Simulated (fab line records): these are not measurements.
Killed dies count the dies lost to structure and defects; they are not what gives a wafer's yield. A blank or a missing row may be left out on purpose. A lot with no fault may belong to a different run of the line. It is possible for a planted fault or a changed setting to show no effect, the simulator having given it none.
fab line records || flow nand_harc
record: {"lots": 7, "wafers": 20, "last_day": 24}
route steps=1159 shown A_ONON_D1@424 END@1159
lots untouched by any fault: they come from a run of this same line in which no faults occurred
start_h: the number of hours between the record's first day and the start of the first shown wafer of the lot || wait_h: time in hours since the lot's previous step || " identical to the entry in the row above || L1.1+2: several wafers, shown together as one row || - no value present, or no start provided || * or withheld: withheld || < > ~ a bound
route shown NAME@n: NAME is a module with steps in the file, n the number in the route of the first one || usual: mean and standard deviation over wafers with no fault || same: alike in all rows || chamber/n: place in a boat || sites: each site's reading || _std_site: how widely they spread, as a standard deviation || _edge_site: outer sites' mean less inner sites' || radius_mm: how far each site lies from the wafer's centre || mask NAME#n: copy n || behind: tool/chamber where the wafer was last shaped || hold: the reason the lot was held/the length of the hold in hours/how it ended || device: the transistor (n, p or np) that didn't switch || end of line: the same wafers' tests at the end of the route || step lacking rows: just its recipe || killed: not the wafer's yield, but the dies lost to structure and defects at the first sort || map: a wafer's dies, x killed, . not, _ none there
set.NAME: setting as actually run; set.NAME@STEP: the setting as run at that earlier step || model.NAME: the simulator's own value behind a step, which no gauge read
lots at selected steps of the route; one table per step, one row per wafer
services: the hour from which a tool's chamber was out of use, counted from the record's first day as start_h (under 0 if before that day), plus the number of hours and why
== steps ==
step: NHARC_A_ONON_D1_DEP_00
recipe: {"target_thk_a": 10000, "n2_flow_sccm": 2750, "n2o_flow_sccm": 2000, "nh3_flow_sccm": 500, "sih4_flow_sccm": 210, "temp_c": 400}
step: NHARC_A_ONON_D1_THK_MEAS_02
recipe: {"thk_meas_gauge": "ellipsometry"}
usual: {"thk_nm": "999/7.8"}
{"lot.wafer": "L977.3", "tool": "film_metro-02", "chamber": "-", "start_h": 162.62, "wait_h": "-", "thk_nm": 1005}
{"lot.wafer": "L977.5", "tool": "film_metro-02", "chamber": "-", "start_h": 162.62, "wait_h": "-", "thk_nm": 1007}
{"lot.wafer": "L977.6", "tool": "film_metro-02", "chamber": "-", "start_h": 162.62, "wait_h": "-", "thk_nm": 1006}
{"lot.wafer": "L980.3", "tool": "film_metro-02", "chamber": "-", "start_h": 183.65, "wait_h": "-", "thk_nm": 1011}
{"lot.wafer": "L980.4", "tool": "film_metro-02", "chamber": "-", "start_h": 183.65, "wait_h": "-", "thk_nm": 1008}
{"lot.wafer": "L980.5", "tool": "film_metro-02", "chamber": "-", "start_h": 183.65, "wait_h": "-", "thk_nm": 1010}
{"lot.wafer": "L986.2", "tool": "film_metro-01", "chamber": "-", "start_h": 223.51, "wait_h": "-", "thk_nm": 993}
{"lot.wafer": "L986.3", "tool": "film_metro-01", "chamber": "-", "start_h": 223.51, "wait_h": "-", "thk_nm": 995}
{"lot.wafer": "L986.5", "tool": "film_metro-01", "chamber": "-", "start_h": 223.51, "wait_h": "-", "thk_nm": 995}
{"lot.wafer": "L987.1", "tool": "film_metro-01", "chamber": "-", "start_h": 230.68, "wait_h": "-", "thk_nm": 996}
{"lot.wafer": "L987.3", "tool": "film_metro-01", "chamber": "-", "start_h": 230.68, "wait_h": "-", "thk_nm": 996}
{"lot.wafer": "L987.5", "tool": "film_metro-01", "chamber": "-", "start_h": 230.68, "wait_h": "-", "thk_nm": 994}
{"lot.wafer": "L991.1", "tool": "film_metro-01", "chamber": "-", "start_h": 247.48, "wait_h": "-", "thk_nm": 997}
{"lot.wafer": "L991.5", "tool": "film_metro-01", "chamber": "-", "start_h": 247.48, "wait_h": "-", "thk_nm": 996}
{"lot.wafer": "L996.1", "tool": "film_metro-02", "chamber": "-", "start_h": 278.79, "wait_h": "-", "thk_nm": 999}
{"lot.wafer": "L996.4", "tool": "film_metro-02", "chamber": "-", "start_h": 278.79, "wait_h": "-", "thk_nm": 999}
{"lot.wafer": "L996.5", "tool": "film_metro-02", "chamber": "-", "start_h": 278.79, "wait_h": "-", "thk_nm": 1001}
{"lot.wafer": "L999.1", "tool": "film_metro-01", "chamber": "-", "start_h": 284.93, "wait_h": "-", "thk_nm": 991}
{"lot.wafer": "L999.2", "tool": "film_metro-01", "chamber": "-", "start_h": 284.93, "wait_h": "-", "thk_nm": 989}
{"lot.wafer": "L999.4", "tool": "film_metro-01", "chamber": "-", "start_h": 284.93, "wait_h": "-", "thk_nm": 989}
step: NHARC_A_ONON_D1_DEP_03
recipe: {"target_thk_a": 10000, "n2_flow_sccm": 2750, "n2o_flow_sccm": 2000, "nh3_flow_sccm": 500, "sih4_flow_sccm": 210, "temp_c": 400}
step: NHARC_A_ONON_D1_THK_MEAS_05
recipe: {"thk_meas_gauge": "ellipsometry"}
usual: {"thk_nm": "999/8.4"}
{"lot.wafer": "L977.3", "tool": "film_metro-02", "chamber": "-", "start_h": 163.19, "wait_h": "-", "thk_nm": 993}
{"lot.wafer": "L977.5", "tool": "film_metro-02", "chamber": "-", "start_h": 163.19, "wait_h": "-", "thk_nm": 994}
{"lot.wafer": "L977.6", "tool": "film_metro-02", "chamber": "-", "start_h": 163.19, "wait_h": "-", "thk_nm": 993}
{"lot.wafer": "L980.3", "tool": "film_metro-01", "chamber": "-", "start_h": 184.21, "wait_h": "-", "thk_nm": 997}
{"lot.wafer": "L980.4", "tool": "film_metro-01", "chamber": "-", "start_h": 184.21, "wait_h": "-", "thk_nm": 996}
{"lot.wafer": "L980.5", "tool": "film_metro-01", "chamber": "-", "start_h": 184.21, "wait_h": "-", "thk_nm": 998}
{"lot.wafer": "L986.2", "tool": "film_metro-02", "chamber": "-", "start_h": 224.07, "wait_h": "-", "thk_nm": 993}
{"lot.wafer": "L986.3", "tool": "film_metro-02", "chamber": "-", "start_h": 224.07, "wait_h": "-", "thk_nm": 992}
{"lot.wafer": "L986.5", "tool": "film_metro-02", "chamber": "-", "start_h": 224.07, "wait_h": "-", "thk_nm": 992}
{"lot.wafer": "L987.1", "tool": "film_metro-02", "chamber": "-", "start_h": 231.25, "wait_h": "-", "thk_nm": 992}
{"lot.wafer": "L987.3", "tool": "film_metro-02", "chamber": "-", "start_h": 231.25, "wait_h": "-", "thk_nm": 992}
{"lot.wafer": "L987.5", "tool": "film_metro-02", "chamber": "-", "start_h": 231.25, "wait_h": "-", "thk_nm": 992}
{"lot.wafer": "L991.1", "tool": "film_metro-02", "chamber": "-", "start_h": 248.05, "wait_h": "-", "thk_nm": 996}
{"lot.wafer": "L991.5", "tool": "film_metro-02", "chamber": "-", "start_h": 248.05, "wait_h": "-", "thk_nm": 997}
{"lot.wafer": "L996.1", "tool": "film_metro-02", "chamber": "-", "start_h": 279.36, "wait_h": "-", "thk_nm": 1010}
{"lot.wafer": "L996.4", "tool": "film_metro-02", "chamber": "-", "start_h": 279.36, "wait_h": "-", "thk_nm": 1010}
{"lot.wafer": "L996.5", "tool": "film_metro-02", "chamber": "-", "start_h": 279.36, "wait_h": "-", "thk_nm": 1010}
{"lot.wafer": "L999.1", "tool": "film_metro-02", "chamber": "-", "start_h": 285.62, "wait_h": "-", "thk_nm": 1011}
{"lot.wafer": "L999.2", "tool": "film_metro-02", "chamber": "-", "start_h": 285.62, "wait_h": "-", "thk_nm": 1011}
{"lot.wafer": "L999.4", "tool": "film_metro-02", "chamber": "-", "start_h": 285.62, "wait_h": "-", "thk_nm": 1011}
step: NHARC_A_ONON_D1_DEP_06
recipe: {"target_thk_a": 10000, "n2_flow_sccm": 2750, "n2o_flow_sccm": 2000, "nh3_flow_sccm": 500, "sih4_flow_sccm": 210, "temp_c": 400}
step: NHARC_A_ONON_D1_THK_MEAS_08
recipe: {"thk_meas_gauge": "ellipsometry"}
usual: {"thk_nm": "998/11"}
{"lot.wafer": "L977.3", "tool": "film_metro-02", "chamber": "-", "start_h": 163.75, "wait_h": "-", "thk_nm": 989}
{"lot.wafer": "L977.5", "tool": "film_metro-02", "chamber": "-", "start_h": 163.75, "wait_h": "-", "thk_nm": 989}
{"lot.wafer": "L977.6", "tool": "film_metro-02", "chamber": "-", "start_h": 163.75, "wait_h": "-", "thk_nm": 990}
{"lot.wafer": "L980.3", "tool": "film_metro-02", "chamber": "-", "start_h": 184.79, "wait_h": "-", "thk_nm": 1003}
{"lot.wafer": "L980.4", "tool": "film_metro-02", "chamber": "-", "start_h": 184.79, "wait_h": "-", "thk_nm": 1004}
{"lot.wafer": "L980.5", "tool": "film_metro-02", "chamber": "-", "start_h": 184.79, "wait_h": "-", "thk_nm": 1003}
{"lot.wafer": "L986.2", "tool": "film_metro-02", "chamber": "-", "start_h": 224.64, "wait_h": "-", "thk_nm": 1003}
{"lot.wafer": "L986.3", "tool": "film_metro-02", "chamber": "-", "start_h": 224.64, "wait_h": "-", "thk_nm": 1002}
{"lot.wafer": "L986.5", "tool": "film_metro-02", "chamber": "-", "start_h": 224.64, "wait_h": "-", "thk_nm": 1001}
{"lot.wafer": "L987.1", "tool": "film_metro-02", "chamber": "-", "start_h": 231.81, "wait_h": "-", "thk_nm": 985}
{"lot.wafer": "L987.3", "tool": "film_metro-02", "chamber": "-", "start_h": 231.81, "wait_h": "-", "thk_nm": 987}
{"lot.wafer": "L987.5", "tool": "film_metro-02", "chamber": "-", "start_h": 231.81, "wait_h": "-", "thk_nm": 985}
{"lot.wafer": "L991.1", "tool": "film_metro-01", "chamber": "-", "start_h": 248.62, "wait_h": "-", "thk_nm": 994}
{"lot.wafer": "L991.5", "tool": "film_metro-01", "chamber": "-", "start_h": 248.62, "wait_h": "-", "thk_nm": 997}
{"lot.wafer": "L996.1", "tool": "film_metro-01", "chamber": "-", "start_h": 279.92, "wait_h": "-", "thk_nm": 989}
{"lot.wafer": "L996.4", "tool": "film_metro-01", "chamber": "-", "start_h": 279.92, "wait_h": "-", "thk_nm": 987}
{"lot.wafer": "L996.5", "tool": "film_metro-01", "chamber": "-", "start_h": 279.92, "wait_h": "-", "thk_nm": 988}
{"lot.wafer": "L999.1", "tool": "film_metro-02", "chamber": "-", "start_h": 286.20, "wait_h": "-", "thk_nm": 1004}
{"lot.wafer": "L999.2", "tool": "film_metro-02", "chamber": "-", "start_h": 286.20, "wait_h": "-", "thk_nm": 1005}
{"lot.wafer": "L999.4", "tool": "film_metro-02", "chamber": "-", "start_h": 286.20, "wait_h": "-", "thk_nm": 1006}
step: NHARC_A_ONON_D1_DEP_09
recipe: {"target_thk_a": 10000, "n2_flow_sccm": 2750, "n2o_flow_sccm": 2000, "nh3_flow_sccm": 500, "sih4_flow_sccm": 210, "temp_c": 400}
step: NHARC_A_ONON_D1_THK_MEAS_11
recipe: {"thk_meas_gauge": "ellipsometry"}
usual: {"thk_nm": "1002/11"}
{"lot.wafer": "L977.3", "tool": "film_metro-01", "chamber": "-", "start_h": 164.32, "wait_h": "-", "thk_nm": 981}
{"lot.wafer": "L977.5", "tool": "film_metro-01", "chamber": "-", "start_h": 164.32, "wait_h": "-", "thk_nm": 982}
{"lot.wafer": "L977.6", "tool": "film_metro-01", "chamber": "-", "start_h": 164.32, "wait_h": "-", "thk_nm": 983}
{"lot.wafer": "L980.3", "tool": "film_metro-02", "chamber": "-", "start_h": 185.35, "wait_h": "-", "thk_nm": 1008}
{"lot.wafer": "L980.4", "tool": "film_metro-02", "chamber": "-", "start_h": 185.35, "wait_h": "-", "thk_nm": 1007}
{"lot.wafer": "L980.5", "tool": "film_metro-02", "chamber": "-", "start_h": 185.35, "wait_h": "-", "thk_nm": 1006}
{"lot.wafer": "L986.2", "tool": "film_metro-01", "chamber": "-", "start_h": 225.21, "wait_h": "-", "thk_nm": 994}
{"lot.wafer": "L986.3", "tool": "film_metro-01", "chamber": "-", "start_h": 225.21, "wait_h": "-", "thk_nm": 994}
{"lot.wafer": "L986.5", "tool": "film_metro-01", "chamber": "-", "start_h": 225.21, "wait_h": "-", "thk_nm": 993}
{"lot.wafer": "L987.1", "tool": "film_metro-01", "chamber": "-", "start_h": 232.37, "wait_h": "-", "thk_nm": 998}
{"lot.wafer": "L987.3", "tool": "film_metro-01", "chamber": "-", "start_h": 232.37, "wait_h": "-", "thk_nm": 999}
{"lot.wafer": "L987.5", "tool": "film_metro-01", "chamber": "-", "start_h": 232.37, "wait_h": "-", "thk_nm": 997}
{"lot.wafer": "L991.1", "tool": "film_metro-01", "chamber": "-", "start_h": 249.19, "wait_h": "-", "thk_nm": 1022}
{"lot.wafer": "L991.5", "tool": "film_metro-01", "chamber": "-", "start_h": 249.19, "wait_h": "-", "thk_nm": 1019}
{"lot.wafer": "L996.1", "tool": "film_metro-01", "chamber": "-", "start_h": 280.49, "wait_h": "-", "thk_nm": 1019}
{"lot.wafer": "L996.4", "tool": "film_metro-01", "chamber": "-", "start_h": 280.49, "wait_h": "-", "thk_nm": 1019}
{"lot.wafer": "L996.5", "tool": "film_metro-01", "chamber": "-", "start_h": 280.49, "wait_h": "-", "thk_nm": 1019}
{"lot.wafer": "L999.1", "tool": "film_metro-01", "chamber": "-", "start_h": 286.77, "wait_h": "-", "thk_nm": 979}
{"lot.wafer": "L999.2", "tool": "film_metro-01", "chamber": "-", "start_h": 286.77, "wait_h": "-", "thk_nm": 980}
{"lot.wafer": "L999.4", "tool": "film_metro-01", "chamber": "-", "start_h": 286.77, "wait_h": "-", "thk_nm": 979}
step: NHARC_A_ONON_D1_DEP_12
recipe: {"target_thk_a": 10000, "n2_flow_sccm": 2750, "n2o_flow_sccm": 2000, "nh3_flow_sccm": 500, "sih4_flow_sccm": 210, "temp_c": 400}
step: NHARC_A_ONON_D1_THK_MEAS_14
recipe: {"thk_meas_gauge": "ellipsometry"}
usual: {"thk_nm": "999/11"}
{"lot.wafer": "L977.3", "tool": "film_metro-02", "chamber": "-", "start_h": 164.88, "wait_h": "-", "thk_nm": 1004}
{"lot.wafer": "L977.5", "tool": "film_metro-02", "chamber": "-", "start_h": 164.88, "wait_h": "-", "thk_nm": 1003}
{"lot.wafer": "L977.6", "tool": "film_metro-02", "chamber": "-", "start_h": 164.88, "wait_h": "-", "thk_nm": 1004}
{"lot.wafer": "L980.3", "tool": "film_metro-01", "chamber": "-", "start_h": 185.92, "wait_h": "-", "thk_nm": 1001}
{"lot.wafer": "L980.4", "tool": "film_metro-01", "chamber": "-", "start_h": 185.92, "wait_h": "-", "thk_nm": 1000}
{"lot.wafer": "L980.5", "tool": "film_metro-01", "chamber": "-", "start_h": 185.92, "wait_h": "-", "thk_nm": 1002}
{"lot.wafer": "L986.2", "tool": "film_metro-01", "chamber": "-", "start_h": 225.78, "wait_h": "-", "thk_nm": 993}
{"lot.wafer": "L986.3", "tool": "film_metro-01", "chamber": "-", "start_h": 225.78, "wait_h": "-", "thk_nm": 991}
{"lot.wafer": "L986.5", "tool": "film_metro-01", "chamber": "-", "start_h": 225.78, "wait_h": "-", "thk_nm": 990}
{"lot.wafer": "L987.1", "tool": "film_metro-01", "chamber": "-", "start_h": 232.94, "wait_h": "-", "thk_nm": 1011}
{"lot.wafer": "L987.3", "tool": "film_metro-01", "chamber": "-", "start_h": 232.94, "wait_h": "-", "thk_nm": 1011}
{"lot.wafer": "L987.5", "tool": "film_metro-01", "chamber": "-", "start_h": 232.94, "wait_h": "-", "thk_nm": 1008}
{"lot.wafer": "L991.1", "tool": "film_metro-01", "chamber": "-", "start_h": 249.76, "wait_h": "-", "thk_nm": 985}
{"lot.wafer": "L991.5", "tool": "film_metro-01", "chamber": "-", "start_h": 249.76, "wait_h": "-", "thk_nm": 984}
{"lot.wafer": "L996.1", "tool": "film_metro-02", "chamber": "-", "start_h": 281.06, "wait_h": "-", "thk_nm": 995}
{"lot.wafer": "L996.4", "tool": "film_metro-02", "chamber": "-", "start_h": 281.06, "wait_h": "-", "thk_nm": 996}
{"lot.wafer": "L996.5", "tool": "film_metro-02", "chamber": "-", "start_h": 281.06, "wait_h": "-", "thk_nm": 997}
{"lot.wafer": "L999.1", "tool": "film_metro-02", "chamber": "-", "start_h": 287.33, "wait_h": "-", "thk_nm": 1025}
{"lot.wafer": "L999.2", "tool": "film_metro-02", "chamber": "-", "start_h": 287.33, "wait_h": "-", "thk_nm": 1025}
{"lot.wafer": "L999.4", "tool": "film_metro-02", "chamber": "-", "start_h": 287.33, "wait_h": "-", "thk_nm": 1025}
step: NHARC_A_ONON_D1_ANNEAL_15
recipe: {"temp_c": 750, "time_s": 3600}
step: NHARC_A_ONON_D1_DEP_16
recipe: {"target_thk_a": 10000, "n2_flow_sccm": 2750, "n2o_flow_sccm": 2000, "nh3_flow_sccm": 500, "sih4_flow_sccm": 210, "temp_c": 400}
{"lot.wafer": "L977.3+5+6", "tool": "pecvd_onon-02", "chamber": 0, "start_h": 175.64, "wait_h": 0.2}
{"lot.wafer": "L980.3+4+5", "tool": "pecvd_onon-04", "chamber": 0, "start_h": 192.68, "wait_h": 0.2}
{"lot.wafer": "L986.2+3+5", "tool": "pecvd_onon-02", "chamber": 0, "start_h": 232.79, "wait_h": 0.1}
{"lot.wafer": "L987.1+3+5", "tool": "pecvd_onon-02", "chamber": 0, "start_h": 240.45, "wait_h": 0.1}
{"lot.wafer": "L991.1+5", "tool": "pecvd_onon-02", "chamber": 0, "start_h": 257.32, "wait_h": 0.1}
{"lot.wafer": "L996.1+4+5", "tool": "pecvd_onon-04", "chamber": 0, "start_h": 287.72, "wait_h": 0.1}
{"lot.wafer": "L999.1+2+4", "tool": "pecvd_onon-03", "chamber": 0, "start_h": 296.54, "wait_h": 0.1}
step: NHARC_A_ONON_D1_THK_MEAS_18
recipe: {"thk_meas_gauge": "ellipsometry"}
usual: {"thk_nm": "1003/9.7"}
{"lot.wafer": "L977.3", "tool": "film_metro-01", "chamber": "-", "start_h": 176.04, "wait_h": "-", "thk_nm": 997}
{"lot.wafer": "L977.5", "tool": "film_metro-01", "chamber": "-", "start_h": 176.04, "wait_h": "-", "thk_nm": 997}
{"lot.wafer": "L977.6", "tool": "film_metro-01", "chamber": "-", "start_h": 176.04, "wait_h": "-", "thk_nm": 998}
{"lot.wafer": "L980.3", "tool": "film_metro-01", "chamber": "-", "start_h": 193.08, "wait_h": "-", "thk_nm": 1007}
{"lot.wafer": "L980.4", "tool": "film_metro-01", "chamber": "-", "start_h": 193.08, "wait_h": "-", "thk_nm": 1006}
{"lot.wafer": "L980.5", "tool": "film_metro-01", "chamber": "-", "start_h": 193.08, "wait_h": "-", "thk_nm": 1007}
{"lot.wafer": "L986.2", "tool": "film_metro-01", "chamber": "-", "start_h": 233.24, "wait_h": "-", "thk_nm": 1002}
{"lot.wafer": "L986.3", "tool": "film_metro-01", "chamber": "-", "start_h": 233.24, "wait_h": "-", "thk_nm": 1002}
{"lot.wafer": "L986.5", "tool": "film_metro-01", "chamber": "-", "start_h": 233.24, "wait_h": "-", "thk_nm": 1447}
{"lot.wafer": "L987.1", "tool": "film_metro-01", "chamber": "-", "start_h": 240.97, "wait_h": "-", "thk_nm": 1005}
{"lot.wafer": "L987.3", "tool": "film_metro-01", "chamber": "-", "start_h": 240.97, "wait_h": "-", "thk_nm": 1006}
{"lot.wafer": "L987.5", "tool": "film_metro-01", "chamber": "-", "start_h": 240.97, "wait_h": "-", "thk_nm": 1449}
{"lot.wafer": "L991.1", "tool": "film_metro-02", "chamber": "-", "start_h": 257.82, "wait_h": "-", "thk_nm": 1012}
{"lot.wafer": "L991.5", "tool": "film_metro-02", "chamber": "-", "start_h": 257.82, "wait_h": "-", "thk_nm": 1459}
{"lot.wafer": "L996.1", "tool": "film_metro-02", "chamber": "-", "start_h": 288.23, "wait_h": "-", "thk_nm": 999}
{"lot.wafer": "L996.4", "tool": "film_metro-02", "chamber": "-", "start_h": 288.23, "wait_h": "-", "thk_nm": 999}
{"lot.wafer": "L996.5", "tool": "film_metro-02", "chamber": "-", "start_h": 288.23, "wait_h": "-", "thk_nm": 1000}
{"lot.wafer": "L999.1", "tool": "film_metro-01", "chamber": "-", "start_h": 297.06, "wait_h": "-", "thk_nm": 1005}
{"lot.wafer": "L999.2", "tool": "film_metro-01", "chamber": "-", "start_h": 297.06, "wait_h": "-", "thk_nm": 1006}
{"lot.wafer": "L999.4", "tool": "film_metro-01", "chamber": "-", "start_h": 297.06, "wait_h": "-", "thk_nm": 1004}
step: NHARC_A_ONON_D1_DEP_19
recipe: {"target_thk_a": 10000, "n2_flow_sccm": 2750, "n2o_flow_sccm": 2000, "nh3_flow_sccm": 500, "sih4_flow_sccm": 210, "temp_c": 400}
step: NHARC_END_SORT_01
recipe: {"temp_c": 25}
usual: {"killed_at_array": "31/12", "killed_at_other": "0.6/0.85", "killed_at_periphery": "3.0/2.3", "killed_dies": "35/12", "killed_open": "3.2/1.9", "killed_short": "1.8/1.4"}
same: {"gross_dies": 677}
{"lot.wafer": "L986.5", "tool": "prober-01", "chamber": 0, "start_h": 511.92, "wait_h": 3.7, "killed_at_array": 673, "killed_at_other": 1, "killed_at_periphery": 3, "killed_dies": 677, "killed_open": 6, "killed_short": 3}
{"lot.wafer": "L987.5", "tool": "prober-02", "chamber": 0, "start_h": 519.63, "wait_h": 3.7, "killed_at_array": 675, "killed_at_other": 1, "killed_at_periphery": 1, "killed_dies": 677, "killed_open": 2, "killed_short": 4}
{"lot.wafer": "L991.5", "tool": "prober-01", "chamber": 0, "start_h": 537.04, "wait_h": 3.7, "killed_at_array": 676, "killed_at_other": 0, "killed_at_periphery": 1, "killed_dies": 677, "killed_open": 1, "killed_short": 0}
killed by level:class
L986.5 A_ONON_D1:area_dep=627 A_CHANNEL_HOLE_D1:chamber_film_flake=18 A_SLIT:chamber_film_flake=16 A_CONTACT:geometric_particle:open=3 P_ZERO_WELL:chamber_film_flake=3 A_STAIRCASE:chamber_film_flake=3 A_SOURCE_PLATE:geometric_particle:short=1 A_ONON_D1:geometric_particle:open=1
L987.5 A_ONON_D1:area_dep=631 A_CHANNEL_HOLE_D1:chamber_film_flake=15 A_SLIT:chamber_film_flake=14 A_CONTACT:chamber_film_flake=4 A_SGD_CUT:chamber_film_flake=3 A_CHANNEL_FILL_D1:geometric_particle:short=2 A_ONON_D1:geometric_particle:open=1 A_CONTACT:geometric_particle:open=1
L991.5 A_ONON_D1:area_dep=641 A_CHANNEL_HOLE_D1:chamber_film_flake=27 A_WL_FILL:chamber_film_flake=5 A_CONTACT:chamber_film_flake=2 P_M0:geometric_particle:open=1 A_STAIRCASE:chamber_film_flake=1
map L986.5 (x killed, . not)
____________x____________
_________xxxxxxx_________
_______xxxxxxxxxxx_______
______xxxxxxxxxxxxx______
_____xxxxxxxxxxxxxxx_____
____xxxxxxxxxxxxxxxxx____
____xxxxxxxxxxxxxxxxx____
___xxxxxxxxxxxxxxxxxxx___
___xxxxxxxxxxxxxxxxxxx___
__xxxxxxxxxxxxxxxxxxxxx__
__xxxxxxxxxxxxxxxxxxxxx__
_xxxxxxxxxxxxxxxxxxxxxxx_
_xxxxxxxxxxxxxxxxxxxxxxx_
_xxxxxxxxxxxxxxxxxxxxxxx_
_xxxxxxxxxxxxxxxxxxxxxxx_
_xxxxxxxxxxxxxxxxxxxxxxx_
xxxxxxxxxxxxxxxxxxxxxxxxx
xxxxxxxxxxxxxxxxxxxxxxxxx
xxxxxxxxxxxxxxxxxxxxxxxxx
xxxxxxxxxxxxxxxxxxxxxxxxx
xxxxxxxxxxxxxxxxxxxxxxxxx
_xxxxxxxxxxxxxxxxxxxxxxx_
_xxxxxxxxxxxxxxxxxxxxxxx_
_xxxxxxxxxxxxxxxxxxxxxxx_
_xxxxxxxxxxxxxxxxxxxxxxx_
_xxxxxxxxxxxxxxxxxxxxxxx_
__xxxxxxxxxxxxxxxxxxxxx__
__xxxxxxxxxxxxxxxxxxxxx__
___xxxxxxxxxxxxxxxxxxx___
___xxxxxxxxxxxxxxxxxxx___
____xxxxxxxxxxxxxxxxx____
____xxxxxxxxxxxxxxxxx____
_____xxxxxxxxxxxxxxx_____
______xxxxxxxxxxxxx______
_______xxxxxxxxxxx_______
_________xxxxxxx_________
____________x____________
map L987.5 (x killed, . not)
____________x____________
_________xxxxxxx_________
_______xxxxxxxxxxx_______
______xxxxxxxxxxxxx______
_____xxxxxxxxxxxxxxx_____
____xxxxxxxxxxxxxxxxx____
____xxxxxxxxxxxxxxxxx____
___xxxxxxxxxxxxxxxxxxx___
___xxxxxxxxxxxxxxxxxxx___
__xxxxxxxxxxxxxxxxxxxxx__
__xxxxxxxxxxxxxxxxxxxxx__
_xxxxxxxxxxxxxxxxxxxxxxx_
_xxxxxxxxxxxxxxxxxxxxxxx_
_xxxxxxxxxxxxxxxxxxxxxxx_
_xxxxxxxxxxxxxxxxxxxxxxx_
_xxxxxxxxxxxxxxxxxxxxxxx_
xxxxxxxxxxxxxxxxxxxxxxxxx
xxxxxxxxxxxxxxxxxxxxxxxxx
xxxxxxxxxxxxxxxxxxxxxxxxx
xxxxxxxxxxxxxxxxxxxxxxxxx
xxxxxxxxxxxxxxxxxxxxxxxxx
_xxxxxxxxxxxxxxxxxxxxxxx_
_xxxxxxxxxxxxxxxxxxxxxxx_
_xxxxxxxxxxxxxxxxxxxxxxx_
_xxxxxxxxxxxxxxxxxxxxxxx_
_xxxxxxxxxxxxxxxxxxxxxxx_
__xxxxxxxxxxxxxxxxxxxxx__
__xxxxxxxxxxxxxxxxxxxxx__
___xxxxxxxxxxxxxxxxxxx___
___xxxxxxxxxxxxxxxxxxx___
____xxxxxxxxxxxxxxxxx____
____xxxxxxxxxxxxxxxxx____
_____xxxxxxxxxxxxxxx_____
______xxxxxxxxxxxxx______
_______xxxxxxxxxxx_______
_________xxxxxxx_________
____________x____________
== services ==
{"tool": "pecvd_onon-03", "chamber": "-", "start_h": 153.16, "hours": 13.0, "kind": "pm"}
{"tool": "pecvd_onon-04", "chamber": "-", "start_h": 237.00, "hours": 13.0, "kind": "pm"}
{"tool": "pecvd_onon-02", "chamber": "-", "start_h": 292.32, "hours": 13.0, "kind": "pm"}
== key ==
first_sign: {"step": "NHARC_A_ONON_D1_THK_MEAS_18", "reading": "thk_nm", "direction": "up", "sigmas": 46, "usual": 1003, "struck": 1451}
effect: {"step": "NHARC_END_SORT_01", "reading": "killed_dies", "direction": "up", "sigmas": 56, "usual": 35, "struck": 677}
more_kills_born_at: {"NHARC_A_ONON_D1_DEP_16@pecvd_onon-02": 1899}
met_at NHARC_A_ONON_D1_DEP_16
struck_wafers L986.5,L987.5,L991.5
later_rows_left_out L986.5,L987.5,L991.5
tester_left_out L986,L987,L991
onset_between 175.64 232.79
fault: {"kind": "process_parameter_drift", "tool": "pecvd_onon-02", "chamber": "-", "onset_h": 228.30, "steps": "NHARC_A_ONON_D1_DEP_16", "channel": "target_thk_a", "offset": "*", "shape": "step", "end_h": 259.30, "scope": "struck_wafers_only", "acts_in": "*", "stated": "*"}
tester_left_out: of these lots the tester's yield and bins aren't shown, on N5 and GAA mostly nor the transistor test; their killed dies are dies lost to structure and defects alone, not to doping, threshold or leakage, so they don't give the yield
later_rows_left_out: the simulator's readings of these wafers behind a module that went badly wrong aren't trusted and aren't shown, but for the sort
